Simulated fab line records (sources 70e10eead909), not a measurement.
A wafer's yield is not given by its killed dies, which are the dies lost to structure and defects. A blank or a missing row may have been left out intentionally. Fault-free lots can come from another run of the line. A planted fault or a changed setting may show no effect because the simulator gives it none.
Which tool is to blame? | flow nand_harc | Sampling: 12 lots, 36 wafers, 4 of 1302 route steps

== WHAT EACH GAUGE READ, for each wafer ==
The record lacks any reading of a measuring or inspecting step that a usual standard deviation could be used to judge.

== TOOL THAT RAN EACH LOT (tool first, then ch and the chambers of the sampled wafers, then the start) ==
lot  | NHARC_A_STAIRCASE_DEP_471       | NHARC_A_SGD_CUT_ETCH_15                       | NHARC_A_SLIT_SOFTBAKE_04          | NHARC_A_SLIT_ETCH_15
L504 | pecvd-02 ch 1,2, day 18 18:45   | rie_diel-04 ch 0,2,3, day 19 13:00 or earlier | litho_track-01 ch 0, day 19 13:00 | rie_diel-07 ch 2,3, no start
L505 | pecvd-04 ch 0,1, day 19 15:08   | rie_diel-05 ch 1,2, day 20 04:00 or earlier   | litho_track-01 ch 0, day 20 04:00 | rie_diel-07 ch 0,1,3, no start
L508 | pecvd-02 ch 0,1,2, day 20 02:06 | rie_diel-06 ch 1,2,3, day 20 17:00 or earlier | litho_track-01 ch 0, day 20 17:00 | rie_diel-02 ch 0,1,2, no start
L509 | pecvd-03 ch 0,1,2, day 20 15:19 | rie_diel-05 ch 0,2,3, day 21 04:00 or earlier | litho_track-01 ch 0, day 21 04:00 | rie_diel-01 ch 0,1, no start
L517 | pecvd-04 ch 0,1,2, day 24 11:47 | rie_diel-06 ch 1,3, day 25 01:00 or earlier   | litho_track-04 ch 0, day 25 01:00 | rie_diel-07 ch 2,3, no start
L518 | pecvd-04 ch 0,1,2, day 25 02:37 | rie_diel-04 ch 1,2,3, day 25 15:00 or earlier | litho_track-04 ch 0, day 25 15:00 | rie_diel-01 ch 1,2,3, no start
L519 | pecvd-02 ch 1,2, day 25 02:53   | rie_diel-06 ch 1,2, day 25 15:00 or earlier   | litho_track-01 ch 0, day 25 15:00 | rie_diel-07 ch 1,2, no start
L521 | pecvd-04 ch 0,1, day 25 16:37   | rie_diel-04 ch 0,1,3, day 26 05:00 or earlier | litho_track-04 ch 0, day 26 05:00 | rie_diel-07 ch 1,2, no start
L520 | pecvd-03 ch 0,1, day 26 00:10   | rie_diel-04 ch 1,2, day 26 14:00 or earlier   | litho_track-01 ch 0, day 26 14:00 | rie_diel-01 ch 0,1,2, no start
L523 | pecvd-04 ch 0,1,2, day 27 05:01 | rie_diel-05 ch 0,1,2, day 27 21:00 or earlier | litho_track-06 ch 0, day 27 21:00 | rie_diel-01 ch 1,2,3, no start
L527 | pecvd-02 ch 0,1,2, day 28 09:32 | rie_diel-05 ch 1,2,3, day 29 00:00 or earlier | litho_track-04 ch 0, day 29 00:00 | rie_diel-02 ch 0,2, no start
L525 | pecvd-03 ch 0,1,2, day 28 10:47 | rie_diel-05 ch 1,2,3, day 29 03:00 or earlier | litho_track-04 ch 0, day 29 03:00 | rie_diel-07 ch 1,2, no start
- NHARC_A_STAIRCASE_DEP_471: deposits SiO2, target thk 100 nm.
- NHARC_A_SGD_CUT_ETCH_15: etches the open film in CH3F/O2, target depth 75 nm, time 64.3 s.
- NHARC_A_SLIT_SOFTBAKE_04: time 55 s.
- NHARC_A_SLIT_ETCH_15: etches the open film in O2/COS, target depth 6200 nm, time 1612 s.

== WHAT THE TOOLS THEMSELVES READ (means of the sampled wafers that have a number; where no wafer has one, the mark that the record gives instead) ==
NHARC_A_STAIRCASE_DEP_471. Usual: heater_power_w 521 W, standard deviation 93; throttle_valve_pct 16.0 %, standard deviation 0.77.
lot  | tool     | heater_power_w (W) | throttle_valve_pct (%) | flag
L504 | pecvd-02 | 466                | 15.6                   |
L505 | pecvd-04 | 587                | 15.9                   |
L508 | pecvd-02 | 544                | 15.6                   |
L509 | pecvd-03 | 471                | 16.1                   |
L517 | pecvd-04 | 574                | 15.9                   |
L518 | pecvd-04 | 556                | 15.6                   |
L519 | pecvd-02 | 514                | 15.7                   |
L521 | pecvd-04 | 590                | 15.6                   |
L520 | pecvd-03 | 396                | 16.7                   |
L523 | pecvd-04 | 574                | 15.8                   |
L527 | pecvd-02 | 549                | 15.8                   |
L525 | pecvd-03 | 465                | 16.2                   |

NHARC_A_SGD_CUT_ETCH_15. Usual: ch3f_flow_sccm 50.02 sccm, standard deviation 0.14; chamber_pressure_mTorr 24.999 mTorr, standard deviation 0.025; drypump_motor_current_A 5.8 A, standard deviation 0.45; oes_product_au 0.961 a.u., standard deviation 0.019; rf_vpp_V 264.7 V, standard deviation 1.5; showerhead_plenum_p_Torr 2.51 Torr, standard deviation 0.086; throttle_valve_pct 20.662 %, standard deviation 0.0084.
lot  | tool        | ch3f_flow_sccm (sccm) | chamber_pressure_mTorr (mTorr) | drypump_motor_current_A (A) | oes_product_au (a.u.) | rf_vpp_V (V) | showerhead_plenum_p_Torr (Torr) | throttle_valve_pct (%) | flag
L504 | rie_diel-04 | 50.08                 | 25.010                         | 5.5                         | 0.985                 | 265.6        | 2.54                            | 20.658                 |
L505 | rie_diel-05 | 49.96                 | 24.994                         | 5.7                         | 0.958                 | 265.4        | 2.53                            | 20.673                 |
L508 | rie_diel-06 | 50.17                 | 24.998                         | 5.7                         | 0.978                 | 264.5        | 2.58                            | 20.669                 |
L509 | rie_diel-05 | 49.98                 | 24.987                         | 5.4                         | 0.971                 | 262.9        | 2.45                            | 20.660                 |
L517 | rie_diel-06 | 49.96                 | 24.999                         | 5.4                         | 0.969                 | 266.4        | 2.58                            | 20.668                 |
L518 | rie_diel-04 | 49.96                 | 24.999                         | 5.9                         | 0.971                 | 265.3        | 2.53                            | 20.667                 |
L519 | rie_diel-06 | 49.91                 | 25.015                         | 6.0                         | 0.963                 | 265.2        | 2.58                            | 20.663                 |
L521 | rie_diel-04 | 50.04                 | 24.987                         | 5.8                         | 0.952                 | 264.6        | 2.53                            | 20.663                 |
L520 | rie_diel-04 | 50.14                 | 25.049                         | 5.9                         | 0.954                 | 265.1        | 2.58                            | 20.656                 |
L523 | rie_diel-05 | 49.98                 | 24.995                         | 5.8                         | 0.954                 | 264.2        | 2.48                            | 20.663                 |
L527 | rie_diel-05 | 50.05                 | 24.975                         | 5.7                         | 0.964                 | 264.0        | 2.48                            | 20.662                 |
L525 | rie_diel-05 | 50.13                 | 24.989                         | 5.7                         | 0.946                 | 264.8        | 2.48                            | 20.675                 |

NHARC_A_SLIT_SOFTBAKE_04. Usual: heater_power_total_W at 188.45 W, with a standard deviation of 0.13.
lot  | tool           | heater_power_total_W (W) | flag
L504 | litho_track-01 | 188.38                   |
L505 | litho_track-01 | 188.38                   |
L508 | litho_track-01 | 196.74                   | OFF
L509 | litho_track-01 | 192.52                   | OFF
L517 | litho_track-04 | 188.46                   |
L518 | litho_track-04 | 188.43                   |
L519 | litho_track-01 | 188.35                   |
L521 | litho_track-04 | 188.47                   |
L520 | litho_track-01 | 188.44                   |
L523 | litho_track-06 | 188.44                   |
L527 | litho_track-04 | 188.47                   |
L525 | litho_track-04 | 188.66                   |

NHARC_A_SLIT_ETCH_15. Usual: chamber_pressure_mTorr 19.997 mTorr, standard deviation 0.019; drypump_motor_current_A 5.7 A, standard deviation 0.37; oes_product_au 0.998 a.u., standard deviation 0.0093; rf_vpp_V 313.5 V, standard deviation 1.7; showerhead_plenum_p_Torr 3.07 Torr, standard deviation 0.11; throttle_valve_pct 28.330 %, standard deviation 0.0098.
lot  | tool        | chamber_pressure_mTorr (mTorr) | drypump_motor_current_A (A) | oes_product_au (a.u.) | rf_vpp_V (V) | showerhead_plenum_p_Torr (Torr) | throttle_valve_pct (%) | flag
L504 | rie_diel-07 | 20.007                         | 6.3                         | 0.998                 | 313.7        | 3.06                            | 28.336                 |
L505 | rie_diel-07 | 19.997                         | 5.7                         | 1.001                 | 312.8        | 3.11                            | 28.324                 |
L508 | rie_diel-02 | 20.003                         | 5.9                         | 1.000                 | 312.4        | 2.97                            | 28.341                 |
L509 | rie_diel-01 | 20.004                         | 5.5                         | 0.998                 | 312.6        | 3.05                            | 28.324                 |
L517 | rie_diel-07 | 19.994                         | 6.1                         | 0.997                 | 314.9        | 3.13                            | 28.339                 |
L518 | rie_diel-01 | 19.987                         | 5.5                         | 0.992                 | 313.7        | 3.06                            | 28.323                 |
L519 | rie_diel-07 | 19.993                         | 5.7                         | 1.003                 | 313.5        | 3.06                            | 28.333                 |
L521 | rie_diel-07 | 19.990                         | 5.7                         | 1.009                 | 312.1        | 3.06                            | 28.335                 |
L520 | rie_diel-01 | 19.987                         | 5.6                         | 0.994                 | 314.0        | 3.09                            | 28.330                 |
L523 | rie_diel-01 | 19.995                         | 5.4                         | 0.987                 | 312.9        | 3.06                            | 28.339                 |
L527 | rie_diel-02 | 19.999                         | 5.9                         | 1.008                 | 311.3        | 2.97                            | 28.337                 |
L525 | rie_diel-07 | 19.995                         | 5.9                         | 1.010                 | 314.2        | 3.13                            | 28.328                 |

== THE ANSWER, worked out from the rows above alone ==
Rule: lot off if the mean of its wafers having a number is beyond 3 standard deviations from the usual mean. Also off: a lot with no number at a reading for which 4 or more lots have one. The other lots that the step has rows for count as sound. Order of review: gauges by route order, followed by the tools' own readings, for which a lot's mean as printed above is used. The first step at which some lot is off is used, and at that step the reading that is off furthest; a lot without a number counts as furthest.
Off: L508, L509, at NHARC_A_SLIT_SOFTBAKE_04 (heater_power_total_W).
A tool fits if, at that step or a process step before it, it ran every lot that is off, and no sound lot after the first of them. Because NHARC_A_SGD_CUT_ETCH_15 lacks a start for some lots, the hours and order of its lots are taken from NHARC_A_SLIT_SOFTBAKE_04. None of those tried fits.

== WHAT THE SIMULATOR HAD PUT IN ==
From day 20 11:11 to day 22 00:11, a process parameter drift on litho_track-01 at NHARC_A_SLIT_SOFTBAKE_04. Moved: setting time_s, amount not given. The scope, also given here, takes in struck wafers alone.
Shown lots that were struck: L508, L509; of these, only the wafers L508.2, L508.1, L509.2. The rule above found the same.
